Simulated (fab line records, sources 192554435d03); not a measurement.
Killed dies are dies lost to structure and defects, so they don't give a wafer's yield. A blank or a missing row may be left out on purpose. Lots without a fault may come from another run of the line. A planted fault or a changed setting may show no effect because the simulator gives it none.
Chamber matching | flow n5_finfet | N5_BEOL_M0_SAQP_ETCH_49 on rie_diel-01: 4 sister chambers
The step etches SiO2 in CF4/O2, target depth 37 nm. 18 wafers are shown with their chamber, then 9 later ones without.

WAFERS WITH THEIR CHAMBER
wafer  | chamber | drypump_motor_current_A (A) | showerhead_plenum_p_Torr (Torr) | throttle_valve_pct (%)
L074.1 | 2       | 5.68                        | 2.19                            | 15.99
L074.2 | 1       | 5.60                        | 2.27                            | 15.91
L074.3 | 3       | 5.67                        | 2.14                            | 15.55
L077.2 | 2       | 5.69                        | 2.19                            | 16.02
L077.3 | 1       | 5.57                        | 2.27                            | 15.91
L077.6 | 3       | 5.66                        | 2.14                            | 15.56
L078.2 | 2       | 5.67                        | 2.19                            | 16.00
L078.5 | 2       | 5.68                        | 2.19                            | 16.01
L078.6 | 3       | 5.65                        | 2.14                            | 15.57
L080.1 | 3       | 5.67                        | 2.14                            | 15.57
L080.2 | 1       | 5.59                        | 2.27                            | 15.93
L080.6 | 0       | 5.07                        | 2.24                            | 15.98
L083.1 | 3       | 5.65                        | 2.14                            | 15.57
L083.3 | 2       | 5.70                        | 2.19                            | 16.05
L083.5 | 0       | 5.08                        | 2.23                            | 15.96
L085.1 | 3       | 5.67                        | 2.14                            | 15.58
L085.2 | 1       | 5.57                        | 2.27                            | 15.94
L085.6 | 2       | 5.66                        | 2.18                            | 16.05

SIGNATURES (means of the wafers above)
reading                  | chamber 0 | chamber 1 | chamber 2 | chamber 3 | scatter within a chamber
drypump_motor_current_A  | 5.0750    | 5.5825    | 5.6800    | 5.6617    | 0.0126
showerhead_plenum_p_Torr | 2.2350    | 2.2700    | 2.1883    | 2.1400    | 0.00309
throttle_valve_pct       | 15.9700   | 15.9225   | 16.0200   | 15.5667   | 0.0181
Rule: a wafer's distance from a chamber is the root of the sum, over the readings, of the square of ((its reading less the chamber's mean) divided by the reading's scatter). The wafer belongs to the nearest chamber; if the next one is less than 2 further off, it can't be placed. The scatter: the root of (the sum of the squares of (reading less its chamber's mean) over the shown wafers, divided by (wafers less chambers)).

WAFERS WITHOUT THEIR CHAMBER
wafer  | drypump_motor_current_A (A) | showerhead_plenum_p_Torr (Torr) | throttle_valve_pct (%)
L091.3 | 5.66                        | 2.13                            | 15.59
L091.4 | 5.66                        | 2.13                            | 15.61
L091.5 | 5.70                        | 2.18                            | 16.05
L094.1 | 5.68                        | 2.18                            | 16.07
L094.2 | 5.07                        | 2.23                            | 16.01
L094.4 | 5.67                        | 2.13                            | 15.60
L096.1 | 5.69                        | 2.18                            | 16.06
L096.2 | 5.60                        | 2.26                            | 15.97
L096.3 | 5.05                        | 2.23                            | 16.00

WHICH CHAMBER EACH WENT THROUGH
wafer  | from the rows above | in truth
L091.3 | 3                   | 3
L091.4 | 3                   | 3
L091.5 | 2                   | 2
L094.1 | 2                   | 2
L094.2 | 0                   | 0
L094.4 | 3                   | 3
L096.1 | 2                   | 2
L096.2 | 1                   | 1
L096.3 | 0                   | 0
Placed correctly: 9 of 9. Can't be placed from these rows: 0. Placed wrongly: 0.
